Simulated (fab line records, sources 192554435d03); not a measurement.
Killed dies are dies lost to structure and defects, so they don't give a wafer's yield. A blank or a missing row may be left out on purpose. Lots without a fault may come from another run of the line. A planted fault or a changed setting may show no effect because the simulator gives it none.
Split-lot experiment | flow n5_finfet | 7 lots, 21 wafers read, on a route of 1938 steps

THE SPLIT
At N5_BEOL_M15_SPUTTER_44 (material Ta, target thk 15 nm, time 24.19 s), the setting power_w was moved away from the recipe's 15000 W on 8 of the 21 wafers read, by -17.5% to +7.0%. The other wafers ran this setting at the recipe's value.

The reading is taken at the split's own step.

THE READING
Ta_of_BEOL_M15_SPUTTER_44.thk_nm (the simulator's own value, which no gauge read), in nm, at N5_BEOL_M15_SPUTTER_44 (material Ta, target thk 15 nm, time 24.19 s). The file gives no usual value for it. The 13 wafers here that ran the recipe average 15.1 nm, standard deviation 0.25 nm.

wafer  | tool, chamber at the split | power_w as run, W | against the recipe | Ta_of_BEOL_M15_SPUTTER_44.thk_nm, nm | against lot-mates on the recipe
L076.1 | pvd_sputter-01, -          | 15000             | recipe             | 14.8                                 | -
L076.3 | pvd_sputter-01, -          | 13620             | -9.2%              | 13.6                                 | -1.2
L076.4 | pvd_sputter-01, -          | 13620             | -9.2%              | 13.4                                 | -1.4
L079.2 | pvd_sputter-03, -          | 15000             | recipe             | 15.2                                 | -
L079.4 | pvd_sputter-03, -          | 16050             | +7.0%              | 16.2                                 | +1.0
L079.6 | pvd_sputter-03, -          | 16050             | +7.0%              | 16.4                                 | +1.2
L080.4 | pvd_sputter-03, -          | 15000             | recipe             | 15.4                                 | -
L080.5 | pvd_sputter-03, -          | 15000             | recipe             | 15.4                                 | -
L080.6 | pvd_sputter-03, -          | 15000             | recipe             | 15.4                                 | -
L081.1 | pvd_sputter-03, -          | 12370             | -17.5%             | 12.4                                 | -2.6
L081.6 | pvd_sputter-03, -          | 12370             | -17.5%             | 12.4                                 | -2.6
L081.3 | pvd_sputter-03, -          | 15000             | recipe             | 15                                   | -
L089.1 | pvd_sputter-03, -          | 15000             | recipe             | 15.4                                 | -
L089.5 | pvd_sputter-03, -          | 15000             | recipe             | 15.4                                 | -
L089.4 | pvd_sputter-03, -          | 13320             | -11.2%             | 14                                   | -1.4
L093.1 | pvd_sputter-02, -          | 15000             | recipe             | 14.6                                 | -
L093.2 | pvd_sputter-02, -          | 15000             | recipe             | 15                                   | -
L093.5 | pvd_sputter-02, -          | 15000             | recipe             | 15                                   | -
L094.1 | pvd_sputter-02, -          | 13000             | -13.3%             | 12.6                                 | -2.4
L094.2 | pvd_sputter-02, -          | 15000             | recipe             | 15                                   | -
L094.4 | pvd_sputter-02, -          | 15000             | recipe             | 15                                   | -

THE FIT
A straight line over all 21 wafers: Ta_of_BEOL_M15_SPUTTER_44.thk_nm changes by +0.159 nm for each +1% of power_w; r = +0.97; the points scatter about the line by 0.29 nm.
The same after taking each lot's own level away (the mean of its wafers on the recipe; 21 wafers): +0.151 nm for each +1%; r = +0.99; scatter 0.15 nm.
On that fit, the largest move of power_w shifts the reading by 2.6 nm.
The lots' own levels span 14.80 to 15.40 nm, that is 2.4 times the standard deviation above.
So the lot-to-lot level changes the slope little: the two slopes agree.
Check: with one of the wafers moved furthest among these (-17.5%) left out of the fit, the line predicts -2.65 nm for it against its lot-mates. It came out at -2.6 nm against them.

OTHER SPLITS ON THESE WAFERS
These wafers also went through other splits before the reading. Each is held against what the fit with the lots' levels taken away leaves over:
other split on the same wafers | wafers away from the commonest value | r with Ta_of_BEOL_M15_SPUTTER_44.thk_nm (lot level and that fit taken away)
N5_BEOL_M11_EXPOSE_25 dose_mj  | 5                                    | +0.43
N5_BEOL_M11_ETCH_66 time_s     | 5                                    | -0.04
N5_BEOL_M11_CURE_72 time_s     | 5                                    | -0.18
N5_BEOL_M13_COAT_65 spin_rpm   | 10                                   | +0.17
N5_BEOL_M14_ILD_DEP_00 temp_c  | 6                                    | -0.03
N5_BEOL_M14_COAT_04 spin_rpm   | 4                                    | +0.05
N5_BEOL_M15_COAT_04 spin_rpm   | 7                                    | +0.47
N5_BEOL_M15_SPUTTER_43 power_w | 7                                    | -0.01

THE FILE'S OWN FIT
Ta_of_BEOL_M15_SPUTTER_44.thk_nm changes by +0.152 nm for each +1% of power_w, r = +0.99.
